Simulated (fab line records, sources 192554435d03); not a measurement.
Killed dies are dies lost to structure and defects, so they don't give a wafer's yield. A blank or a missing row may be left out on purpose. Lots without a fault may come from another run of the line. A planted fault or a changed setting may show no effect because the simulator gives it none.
Chamber matching | flow n5_finfet | N5_BEOL_M0_SAQP_MANDREL1_REMOVE_100 on rie_si-04: 4 sister chambers
The step chemistry HBr/Cl2/O2, target a-Si, stops on SiNx, bt time 10 s. 27 wafers are shown with their chamber, then 12 later ones without.

WAFERS WITH THEIR CHAMBER
wafer  | chamber | throttle_valve_pct (%) | drypump_motor_current_A (A) | oes_product_au (a.u.)
L076.4 | 3       | 35.8                   | 5.4                         | 0.996
L076.5 | 1       | 36.4                   | 5.8                         | 0.962
L076.6 | 2       | 37.1                   | 5.0                         | 1.016
L077.3 | 0       | 35.7                   | 5.8                         | 0.997
L077.5 | 2       | 37.1                   | 5.0                         | 1.008
L077.6 | 3       | 35.8                   | 5.4                         | 1.002
L080.1 | 3       | 35.8                   | 5.4                         | 1.003
L080.4 | 2       | 37.1                   | 5.0                         | 1.020
L080.5 | 2       | 37.1                   | 5.0                         | 1.023
L083.3 | 1       | 36.4                   | 5.8                         | 0.983
L083.5 | 0       | 35.7                   | 5.8                         | 1.007
L083.6 | 1       | 36.4                   | 5.9                         | 0.975
L084.1 | 2       | 37.1                   | 5.0                         | 1.013
L084.2 | 3       | 35.8                   | 5.4                         | 1.017
L084.5 | 1       | 36.4                   | 5.8                         | 0.985
L085.2 | 3       | 35.8                   | 5.5                         | 1.017
L085.4 | 0       | 35.7                   | 5.8                         | 1.004
L085.6 | 1       | 36.4                   | 5.8                         | 0.973
L086.3 | 2       | 37.2                   | 5.0                         | 1.019
L086.4 | 1       | 36.4                   | 5.8                         | 0.974
L086.6 | 3       | 35.8                   | 5.4                         | 1.018
L087.2 | 2       | 37.1                   | 5.0                         | 1.020
L087.4 | 1       | 36.4                   | 5.8                         | 0.972
L087.6 | 1       | 36.4                   | 5.8                         | 0.978
L088.2 | 0       | 35.7                   | 5.8                         | 1.005
L088.4 | 0       | 35.7                   | 5.8                         | 1.002
L088.6 | 1       | 36.4                   | 5.8                         | 0.978

SIGNATURES (means of the wafers above)
reading                 | chamber 0 | chamber 1 | chamber 2 | chamber 3 | scatter within a chamber
throttle_valve_pct      | 35.700    | 36.400    | 37.114    | 35.800    | 0.0193
drypump_motor_current_A | 5.800     | 5.811     | 5.000     | 5.417     | 0.0274
oes_product_au          | 1.00300   | 0.97556   | 1.01700   | 1.00883   | 0.00672
Rule: a wafer's distance from a chamber is the root of the sum, over the readings, of the square of ((its reading less the chamber's mean) divided by the reading's scatter). The wafer belongs to the nearest chamber; if the next one is less than 2 further off, it can't be placed. The scatter: the root of (the sum of the squares of (reading less its chamber's mean) over the shown wafers, divided by (wafers less chambers)).

WAFERS WITHOUT THEIR CHAMBER
wafer  | throttle_valve_pct (%) | drypump_motor_current_A (A) | oes_product_au (a.u.)
L089.1 | 37.1                   | 5.0                         | 1.015
L089.3 | 35.7                   | 5.8                         | 1.013
L089.6 | 35.7                   | 5.7                         | 1.008
L091.3 | 37.1                   | 5.0                         | 1.018
L091.4 | 36.4                   | 5.8                         | 0.976
L091.6 | 35.8                   | 5.4                         | 1.016
L093.2 | 35.7                   | 5.7                         | 1.015
L093.5 | 37.1                   | 5.0                         | 1.016
L093.6 | 35.8                   | 5.4                         | 1.000
L094.2 | 35.7                   | 5.8                         | 1.003
L094.4 | 35.8                   | 5.5                         | 1.001
L094.5 | 35.8                   | 5.5                         | 1.011

WHICH CHAMBER EACH WENT THROUGH
wafer  | from the rows above | in truth
L089.1 | 2                   | 2
L089.3 | 0                   | 0
L089.6 | 0                   | 0
L091.3 | 2                   | 2
L091.4 | 1                   | 1
L091.6 | 3                   | 3
L093.2 | 0                   | 0
L093.5 | 2                   | 2
L093.6 | 3                   | 3
L094.2 | 0                   | 0
L094.4 | 3                   | 3
L094.5 | 3                   | 3
Placed correctly: 12 of 12. Can't be placed from these rows: 0. Placed wrongly: 0.
